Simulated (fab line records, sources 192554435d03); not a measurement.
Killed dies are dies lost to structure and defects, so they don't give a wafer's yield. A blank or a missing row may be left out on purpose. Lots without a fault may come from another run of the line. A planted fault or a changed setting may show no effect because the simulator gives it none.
fab line records | flow n5_finfet | part 2 of 2: steps 22 to 30 of 30
record lots=5 wafers=15 last_day=18
route steps=1938 shown BEOL_M7@1302
lots that met no fault: from a run of the same line without faults
start_h: hours from the record's first day to the start of the lot's first wafer shown | wait_h: hours since the lot's step before | " the same as in the row above | L1.1+2: a row that stands for several wafers | - no value, or no start given | * or withheld: withheld | < > ~ a bound
route shown NAME@n: a module of which the file shows steps, and the number in the route of the first | usual: mean/standard deviation of fault-free wafers | same: alike in all rows | chamber/n: place in a boat | sites: the reading at each site | _std_site: their standard deviation | _edge_site: outer sites' mean less inner sites' | radius_mm: how far each site lies from the wafer's centre | mask NAME#n: copy n | behind: the tool/chamber that last shaped the wafer | hold: why the lot was held/for how many hours/how that ended | device: the transistor (n, p or np) that didn't switch | end of line: the same wafers' tests at the end of the route | a step without rows: its recipe alone | killed: dies lost to structure and defects at the first sort, not the wafer's yield | map: a wafer's dies, x killed, . not, _ none there
set.NAME: the setting as run; set.NAME@STEP: as run at that earlier step | model.NAME: the simulator's own value behind a step, which no gauge read
lots at some steps of the route; a table a step, a row a wafer
services: from which hour (start_h, from the record's first day; less than 0 if before it) a tool's chamber was out of use, for how many hours, and why
## steps
# step N5_BEOL_M7_SPUTTER_48
# recipe material=Cu target_thk_a=100 temp_c=-20 bias_v=60 power_w=26000 chamber_pressure_pa=0.13 time_s=1.667
# usual bias_v=59.9/0.63 cathode_dc_power_W=26000/5 chuck_gas_flow_sccm=1.26/0.049 susceptor_temp_C=-19.99/0.1 throttle_valve_pct=30.1/1
# columns lot.wafer tool chamber start_h wait_h bias_v cathode_dc_power_W chuck_gas_flow_sccm susceptor_temp_C throttle_valve_pct
L074.1 pvd_sputter-01 - 194.94 0.4 59.6 25995 1.23 -20.04 29.3
L074.5 " - " " 59.3 26001 1.23 -20.06 29.9
L074.6 " - " " 59.1 26001 1.16 -20.04 30.3
L086.1 pvd_sputter-02 - 269.49 0.1 60.4 25989 1.26 -19.85 28.4
L086.2 " - " " 59.7 26005 1.30 -19.89 30.2
L086.6 " - " " 60.5 25994 1.27 -19.98 28.3
L092.1 pvd_sputter-03 - 305.70 0.4 58.7 25999 1.33 -19.94 31.6
L092.2 " - " " 59.8 25998 1.31 -20.14 32.8
L092.3 " - " " 59.9 25992 1.27 -20.15 30.2
L095.4 pvd_sputter-01 - 312.99 0.0 60.5 25994 1.32 -19.99 30.0
L095.5 " - " " 60.2 26001 1.28 -20.09 30.0
L095.6 " - " " 60.3 25998 1.22 -19.78 30.4
L091.1 pvd_sputter-02 - 345.43 0.1 61.3 26001 1.20 -20.12 30.3
L091.2 " - " " 60.5 26000 1.14 -20.15 30.8
L091.5 " - " " 61.9 26007 1.26 -20.11 28.4
# step N5_BEOL_M7_ECD_50
# recipe material=Cu target_thk_a=3000
# columns lot.wafer tool chamber start_h wait_h
L074.1+5+6 ecd_cu-02 0,1,0 195.06 0.1
L086.1+2+6 ecd_cu-01 0,1,0 269.61 0.1
L092.1+2+3 ecd_cu-01 0,1,0 305.82 0.1
L095.4+5+6 ecd_cu-01 1,1,0 313.13 0.1
L091.1+2+5 ecd_cu-01 0,1,1 345.59 0.1
# step N5_BEOL_M7_ANNEAL_51
# recipe temp_c=225 time_s=90 ambient=N2
# usual anneal_temp_c=225.01/0.19 wafer_temp_C_max=225.61/0.24
# columns lot.wafer tool chamber start_h wait_h anneal_temp_c wafer_temp_C_max
L074.1 rtp_anneal-01 0 195.15 0.1 224.91 225.63
L074.5 " 0 " " 224.91 225.40
L074.6 " 0 " " 224.78 225.48
L086.1 rtp_anneal-02 0 269.75 0.1 225.14 225.58
L086.2 " 0 " " 224.92 226.21
L086.6 " 0 " " 224.97 225.69
L092.1 rtp_anneal-02 0 305.91 0.1 224.75 225.69
L092.2 " 0 " " 224.73 225.14
L092.3 " 0 " " 224.94 225.74
L095.4 rtp_anneal-01 0 313.34 0.2 225.31 225.56
L095.5 " 0 " " 225.00 225.40
L095.6 " 0 " " 225.07 225.28
L091.1 rtp_anneal-01 0 345.94 0.3 224.88 225.51
L091.2 " 0 " " 224.69 225.65
L091.5 " 0 " " 224.56 225.31
# step N5_BEOL_M7_CMP_52
# recipe stop_on=SiCOH_lowk t_overpolish_s=6.9 down_force_psi=1 platen_rpm=50 clearing_platen_down_force_psi=1.5 clearing_platen_rpm=50 post_cmp_clean=cu_alkaline target_thk_nm=80 clearing_platen_pad_velocity_m_s=0.99484 pad_velocity_m_s=0.99484
# usual barrier_field_endpoint_s=29.0/0.77 clearing_platen_down_force_psi=1.4997/0.0029 motor_current_A=6.3/0.77 overpolish_run_s=6.902/0.01 pad_life_wafers=1100/680 slurry_filter_dp_kPa=13.52/0.14 time_to_endpoint_s=62.8/2.8
# columns lot.wafer tool chamber start_h wait_h barrier_field_endpoint_s clearing_platen_down_force_psi motor_current_A overpolish_run_s pad_life_wafers slurry_filter_dp_kPa time_to_endpoint_s
L074.1 cmp-03 0 195.99 0.8 29.1 1.5029 5.7 6.901 1317 13.52 64.1
L074.5 " 1 " " 30.0 1.4996 5.9 6.892 - 13.55 65.3
L074.6 " 2 " " 30.0 1.5026 7.0 6.909 - 13.33 66.2
L086.1 cmp-02 1 270.05 0.3 28.5 1.5038 6.8 6.911 24 13.61 62.9
L086.2 " 0 " " 28.7 1.4974 6.0 6.881 27 13.85 62.3
L086.6 " 1 " " 29.1 1.5009 6.7 6.894 - 13.82 61.8
L092.2 cmp-03 0 306.21 0.2 29.3 1.5022 5.7 6.900 210 13.51 63.4
L092.3 " 2 " " 29.2 1.5004 7.4 6.901 212 13.62 67.0
L092.1 " 3 " " 28.6 1.4994 6.3 6.900 213 13.47 65.4
L095.4 cmp-01 0 313.61 0.2 30.0 1.5041 6.9 6.899 1275 13.47 65.0
L095.5 " 1 " " 28.8 1.4998 6.0 6.889 - 13.41 60.2
L095.6 " 2 " " 30.1 1.5040 5.0 6.891 - 13.47 65.1
L091.1 cmp-02 1 346.31 0.3 27.4 1.5012 6.4 6.889 662 13.75 60.6
L091.2 " 2 " " 28.3 1.4993 6.6 6.894 663 13.67 57.1
L091.5 " 3 " " 28.9 1.4987 5.9 6.910 - 13.63 60.2
# step N5_BEOL_M7_THK_MEAS_53
# recipe thk_meas_gauge=xrf reads=Cu_of_BEOL_M7_ECD_50
# usual M7_THK=80.2/1.6
# columns lot.wafer tool chamber start_h wait_h M7_THK[nm]
L074.1 film_metro-01 - 196.17 - 78.4
L074.5 " - " " 82.0
L074.6 " - " " 82.8
L086.1 film_metro-01 - 270.34 - 78.1
L086.2 " - " " 79.1
L086.6 " - " " 78.0
L092.1 film_metro-02 - 306.51 - 82.0
L092.2 " - " " 81.5
L092.3 " - " " 80.4
L095.4 film_metro-02 - 313.79 - 79.5
L095.5 " - " " 81.5
L095.6 " - " " 79.8
L091.1 film_metro-02 - 346.53 - 78.3
L091.2 " - " " 80.8
L091.5 " - " " 79.9
# step N5_BEOL_M7_PRE_CLEAN_55
# recipe gas=NH3 time_s=15 temp_c=withheld rf_power_w=300
# columns lot.wafer tool chamber start_h wait_h
L074.1+5+6 pecvd-01 2,2,1 196.20 0.0
L086.1+2+6 pecvd-01 2,0,0 270.38 0.0
L092.1+2+3 pecvd-04 2,1,0 306.54 0.0
L095.4+5+6 pecvd-01 2,1,2 313.84 0.0
L091.1+2+5 pecvd-01 1,2,2 346.56 0.0
# step N5_BEOL_M7_DEP_56
# recipe material=SiCN target_thk_a=100 temp_c=withheld precursor=3MS/NH3 pressure_torr=3 rf_w=202 time_s=17.5
# usual showerhead_plenum_p_Torr=3.661/0.016 showerhead_vpp_V=886/34 throttle_valve_pct=9.0/0.41
# columns lot.wafer tool chamber start_h wait_h showerhead_plenum_p_Torr showerhead_vpp_V throttle_valve_pct
L074.1 pecvd-01 2 196.23 0.0 3.646 913 8.5
L074.5 " 2 " " 3.649 892 8.4
L074.6 " 1 " " 3.687 896 9.0
L086.1 pecvd-01 2 270.41 0.0 3.648 887 8.7
L086.2 " 0 " " 3.650 848 9.3
L086.6 " 0 " " 3.652 852 8.9
L092.1 pecvd-04 2 306.57 0.0 3.657 887 8.4
L092.2 " 1 " " 3.659 882 8.3
L092.3 " 0 " " 3.651 844 9.0
L095.4 pecvd-01 2 313.89 0.0 3.654 909 9.0
L095.5 " 1 " " 3.687 900 9.2
L095.6 " 2 " " 3.652 894 8.7
L091.1 pecvd-01 1 346.59 0.0 3.687 891 9.2
L091.2 " 2 " " 3.650 897 8.8
L091.5 " 2 " " 3.648 911 8.7
# step N5_BEOL_M7_RS_MEAS_57
# recipe thk_meas_gauge=four-point-probe reads=Cu_of_BEOL_M7_ECD_50+Co_of_BEOL_M7_CVD_78+TaN_of_BEOL_M7_ALD_77
# usual M7_RS=0.285/0.0065
# columns lot.wafer tool chamber start_h wait_h M7_RS[ohm/sq]
L074.1 film_metro-01 - 196.30 0.1 0.293
L074.5 " - " " 0.278
L074.6 " - " " 0.275
L086.1 film_metro-01 - 270.47 0.1 0.295
L086.2 " - " " 0.290
L086.6 " - " " 0.297
L092.1 film_metro-01 - 306.64 0.1 0.276
L092.2 " - " " 0.276
L092.3 " - " " 0.281
L095.4 film_metro-01 - 313.96 0.1 0.287
L095.5 " - " " 0.278
L095.6 " - " " 0.287
L091.1 film_metro-01 - 346.66 0.1 0.294
L091.2 " - " " 0.284
L091.5 " - " " 0.290
# step N5_BEOL_M7_INSPECT_58
# recipe inspect_instrument=darkfield mode=post_dep
# usual raw_defect_count=71/21
# columns lot.wafer tool chamber start_h wait_h raw_defect_count
L074.1 defect_inspect-02 - 196.32 0.0 72
L074.5 " - " " 54
L074.6 " - " " 59
L086.1 defect_inspect-01 - 270.50 0.0 72
L086.2 " - " " 60
L086.6 " - " " 80
L092.1 defect_inspect-01 - 306.66 0.0 38
L092.2 " - " " 38
L092.3 " - " " 53
L095.4 defect_inspect-02 - 313.98 0.0 37
L095.5 " - " " 54
L095.6 " - " " 25
L091.1 defect_inspect-01 - 346.68 0.0 36
L091.2 " - " " 34
L091.5 " - " " 45
## services
# columns tool chamber start_h hours kind
ald_metal-04 3 172.03 16.8 repair
cmp-02 - 172.36 4.9 pm
wet_bench-03 - 185.08 5.5 repair
rie_diel-04 3 193.36 5.3 repair
cmp-02 - 194.36 2.7 repair
cmp-03 - 198.27 1.0 repair
uv_cure-02 - 200.93 1.8 repair
ald_metal-03 - 206.57 4.3 pm
rie_diel-04 3 210.71 1.6 repair
cmp-02 - 218.33 5.7 pm
pecvd-04 2 239.49 10.0 repair
rie_diel-05 1 245.40 1.7 repair
cmp-02 - 247.72 1.5 repair
cmp-02 - 263.21 4.0 pm
ald_metal-04 - 264.02 2.8 pm
cvd_co-01 - 264.18 1.5 repair
rie_diel-04 2 270.32 2.7 repair
uv_cure-01 - 272.45 1.2 repair
rie_diel-04 2 293.38 3.7 repair
pecvd-01 0 308.57 10.3 repair
uv_cure-02 - 320.65 1.0 pm
pecvd-01 - 334.76 2.8 pm
uv_cure-02 - 335.99 0.7 repair
pvd_sputter-03 - 340.49 2.0 repair
